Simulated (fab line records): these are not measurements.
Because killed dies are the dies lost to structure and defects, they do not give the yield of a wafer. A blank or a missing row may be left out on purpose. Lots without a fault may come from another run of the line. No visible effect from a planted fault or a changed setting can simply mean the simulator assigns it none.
Comparing a struck lot with a sound one / flow n5_finfet / 25 out of 1938 route steps
Sound: the wafers L377.2, L377.4, L377.6. Wafers struck: L361.3, L361.4, L361.6. The cause is given at the end.
For every step that has rows: the tool of each side, followed by ch and its chambers, followed by its first start. Under that, the readings that differ: sound wafers / struck wafers / difference of the means / sigmas: that difference in standard deviations of wafers without a fault.
alike: readings whose means differ by less than 2 such deviations, and words and numbers that are the same on both sides. not compared: withheld readings, readings that some wafer has no value for, bounds like >300 that may hide the same value, and numbers for which the record gives no deviation and whose values overlap.
A row with sigmas, a row that says differs or no value, or rows on one side alone: a step with any of these is where the two part. When numbers do not overlap yet have no deviation, they are printed without sigmas and do not part them. A reading missing from all wafers of one side parts the sides only when that side holds two or more wafers.

first, 10 steps without rows for these wafers: N5_BEOL_M11_DESCUM_33 (chemistry O2, time 7.9 s); N5_BEOL_M11_ETCH_65 (etches SiARC in CF4, target depth 39 nm, time 65 s); N5_BEOL_M11_ETCH_66 (etches SOC in N2/H2, target depth 120 nm, overetch 24 nm, time 180 s); N5_BEOL_M11_STRIP_69 (strips in N2/H2); N5_BEOL_M11_VIA_ETCH_34 (etches SiCOH lowk in C4F6/O2, target depth 184.5 nm, time 69.2 s); N5_BEOL_M11_STRIP_73 (strips in C4F6/O2); N5_BEOL_M11_STRIP_36 (strips in N2/H2); N5_BEOL_M11_TRENCH_ETCH_37 (etches SiCOH lowk in C4F6/O2, target depth 148.83 nm, time 48 s); N5_BEOL_M11_ETCH_41 (etches SiCN in CH3F/O2, target depth 42.6 nm, time 86 s); N5_BEOL_M11_STRIP_77 (strips in N2/H2, time 10 s).
N5_BEOL_M11_HM_STRIP_39: strips TiN in peroxide tin strip, target depth 25 nm, time 158 s.
  sound on wet_bench-06 ch 0,1,6, day 17 02:28; struck on wet_bench-01 ch 1,4,7, day 13 01:38
  no value came back on the struck wafers for bath_guard_temp_C (C), bath_heat_duty_pct (%); on the sound wafers bath_guard_temp_C (C) reads 50.0 50.3 49.8
reading=model.TiN_of_BEOL_M11_HM_DEP_02.thk_nm (nm); sound=0 0 0; struck=15.4 15.6 15.6; difference=+15.5; sigmas=
then, 1 step without rows for these wafers: N5_BEOL_M11_SRD_40 (time 30 s).
N5_BEOL_M11_PRECLEAN_42: cleans in residue remover, time 60 s.
  sound on wet_bench-06 ch 0,1,6, day 17 02:32; struck on wet_bench-01 ch 1,4,7, day 13 01:43
reading=model.TiN_of_BEOL_M11_HM_DEP_02.thk_nm (nm); sound=0 0 0; struck=4.4 4.6 4.6; difference=+4.5; sigmas=
then, 10 steps without rows for these wafers: N5_BEOL_M11_SRD_43 (time 30 s); N5_BEOL_M11_CURE_72 (cures SiCOH lowk, time 120 s); N5_BEOL_M11_DEGAS_44 (time 60 s); N5_BEOL_M11_PRE_CLEAN_45 (time 30 s); N5_BEOL_M11_ALD_74 (deposits TaN, target thk 2 nm, pulse time 2 s, purge time 3 s); N5_BEOL_M11_SURFACE_TREAT_76; N5_BEOL_M11_CVD_75 (deposits Co from CCTBA/H2, target thk 2 nm, time 138.9 s); N5_BEOL_M11_SPUTTER_48 (material Cu, target thk 12 nm, time 2 s); N5_BEOL_M11_ECD_50 (material Cu, target thk 318 nm); N5_BEOL_M11_ANNEAL_51 (time 90 s).
N5_BEOL_M11_CMP_52: polishes, stops on SiCOH lowk, t overpolish 7 s, target thk 140 nm.
  sound on cmp-03 ch 1,2,3, day 17 06:19; struck on cmp-01 ch 0,2, day 13 05:11
reading=barrier_field_endpoint_s (s); sound=29.0 28.9 29.2; struck=34.1 34.2 35.0; difference=+5.4; sigmas=+9
  alike: motor_current_A
  not compared: pad_life_wafers
-- a jump in the record: the struck wafers' starts before and after are 2 days apart (it breaks off in module BEOL_M11 and resumes in module PASSIVATION, where the first step shown is number 1936 of the route) --
N5_PASSIVATION_PROBE_49:
  sound on prober-01, day 19 03:40; struck on prober-01, day 15 05:23
  alike: defect_limited_yield, killed_at_M0_to_M3, killed_at_M4_up, killed_at_contacts, killed_at_front_end, killed_at_other, killed_dies, killed_on_rim, killed_open, killed_short, sort_bin_5_function, sort_bin_6_memory, sort_n_pass, sort_yield_pct

== WHERE THEY PART ==
Earliest at N5_BEOL_M11_HM_STRIP_39; latest, in this record, at N5_BEOL_M11_CMP_52. Later steps at which nothing parts them and some readings are alike: N5_PASSIVATION_PROBE_49.

WHY: what the simulator had put in
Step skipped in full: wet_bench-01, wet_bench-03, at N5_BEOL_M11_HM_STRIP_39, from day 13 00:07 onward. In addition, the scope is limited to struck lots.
